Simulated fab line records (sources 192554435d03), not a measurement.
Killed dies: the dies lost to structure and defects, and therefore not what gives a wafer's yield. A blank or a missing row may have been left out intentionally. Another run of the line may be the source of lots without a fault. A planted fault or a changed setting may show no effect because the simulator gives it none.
A struck lot beside a sound one -- flow n5_finfet -- 35 steps out of a route of 1938
Sound: the wafers L948.1, L948.2, L948.3. Struck: wafer L955.4 (L955.1, L955.3, from the same lot, were not struck and are left out); the cause is given at the end.
Each step with rows lists, per side, the tool, then ch with its chambers, then its first start. Under that, the readings that differ: sound wafers -- struck wafers -- difference of the means -- sigmas: that difference in standard deviations of wafers without a fault.
alike: readings whose means differ by less than 2 such deviations, and words and numbers that are the same on both sides. not compared: withheld readings, readings that some wafer has no value for, bounds like >300 that may hide the same value, and numbers for which the record gives no deviation and whose values overlap.
A row with sigmas, a row that says differs or no value, or rows on one side alone: a step with any of these is where the two part. Numbers that have no deviation but don't overlap get no sigmas and don't part them. A reading missing from all wafers of one side parts the sides only when that side holds two or more wafers.

first, 11 steps without rows for these wafers: N5_BEOL_M6_HM_STRIP_39 (strips TiN in peroxide tin strip, target depth 25 nm, time 158 s); N5_BEOL_M6_SRD_40 (time 30 s); N5_BEOL_M6_PRECLEAN_42 (cleans in residue remover, time 60 s); N5_BEOL_M6_SRD_43 (time 30 s); N5_BEOL_M6_CURE_75 (cures SiCOH lowk, time 120 s); N5_BEOL_M6_DEGAS_44 (time 60 s); N5_BEOL_M6_PRE_CLEAN_45 (time 30 s); N5_BEOL_M6_ALD_77 (deposits TaN, target thk 2 nm, pulse time 2 s, purge time 3 s); N5_BEOL_M6_SURFACE_TREAT_79; N5_BEOL_M6_CVD_78 (deposits Co from CCTBA/H2, target thk 2 nm, time 142.3 s); N5_BEOL_M6_SPUTTER_48 (material Cu, target thk 10 nm, time 1.667 s).
N5_BEOL_M6_ECD_50: material Cu, target thk 300 nm.
  sound on ecd_cu-02 ch 0,1, day 10 17:10; struck on ecd_cu-02 ch 0,1, day 12 20:42
then, 22 steps without rows for these wafers: N5_BEOL_M6_ANNEAL_51 (time 90 s); N5_BEOL_M6_CMP_52 (polishes, stops on SiCOH lowk, t overpolish 6.9 s, target thk 80 nm); N5_BEOL_M6_PRE_CLEAN_55 (time 15 s); N5_BEOL_M6_DEP_56 (deposits SiCN from 3MS/NH3, target thk 10 nm, time 17.5 s); N5_BEOL_M7_ILD_DEP_00 (deposits SiCOH lowk from DEMS/porogen, target thk 179.75 nm, time 33.4 s); N5_BEOL_M7_CURE_74 (cures SiCOH lowk, time 240 s); N5_BEOL_M7_PECVD_70 (deposits SiO2 from TEOS/O2, target thk 20 nm, time 22.7 s); N5_BEOL_M7_HM_DEP_02 (deposits TiN, target thk 20 nm); N5_BEOL_M7_COAT_59 (time 60 s, resist thk 100 nm); N5_BEOL_M7_COAT_60 (time 60 s, resist thk 35 nm); N5_BEOL_M7_COAT_05 (resist thk 90 nm); N5_BEOL_M7_EBR_07; N5_BEOL_M7_SOFTBAKE_06 (time 60 s); N5_BEOL_M7_EXPOSE_08 (exposes mask M7); N5_BEOL_M7_PEB_09 (peb time 60 s); N5_BEOL_M7_DEVELOP_10 (develop time 30 s); N5_BEOL_M7_DESCUM_16 (chemistry O2, time 7.9 s); N5_BEOL_M7_ETCH_61 (etches SiARC in CF4, target depth 45.5 nm, time 75.8 s); N5_BEOL_M7_ETCH_62 (etches SOC in N2/H2, target depth 110 nm, overetch 22 nm, time 165 s); N5_BEOL_M7_STRIP_68 (strips in N2/H2); N5_BEOL_M7_STRIP_67 (strips in CF4); N5_BEOL_M7_HM_OPEN_17 (chemistry Cl2/BCl3, target TiN, target depth 20 nm, overetch 6 nm).
-- here the record skips 4 days between the struck wafers' starts before and after, leaving off in module BEOL_M7 and picking up in module PASSIVATION (first step shown: number 1936 of the route) --
N5_PASSIVATION_PROBE_49:
  sound: prober-02 at day 15 00:19; struck: prober-02 at day 17 07:47
reading,sound,struck,difference,sigmas
defect_limited_yield (%),91.5 90.8 89.6,74.8,-15.8,-11
killed_at_M4_up,6 13 11,221,+211,+42
killed_dies,100 108 123,297,+187,+12
killed_on_rim,15 7 12,41,+30,+7
killed_open,61 70 82,47,-24,-2
sort_bin_5_function (%),5.4 5.8 6.3,15.6,+9.8,+11
sort_bin_6_memory (%),2.7 3.2 3.8,7.2,+4.0,+6
sort_n_pass,1080 1072 1057,883,-187,-11
sort_yield_pct (%),91.5 90.8 89.6,74.8,-15.8,-11
  alike: killed_at_M0_to_M3, killed_at_contacts, killed_at_front_end, killed_at_other, killed_short

WHERE THEY PART
Within this record, at N5_PASSIVATION_PROBE_49 only.

WHY: what had been put in by the simulator
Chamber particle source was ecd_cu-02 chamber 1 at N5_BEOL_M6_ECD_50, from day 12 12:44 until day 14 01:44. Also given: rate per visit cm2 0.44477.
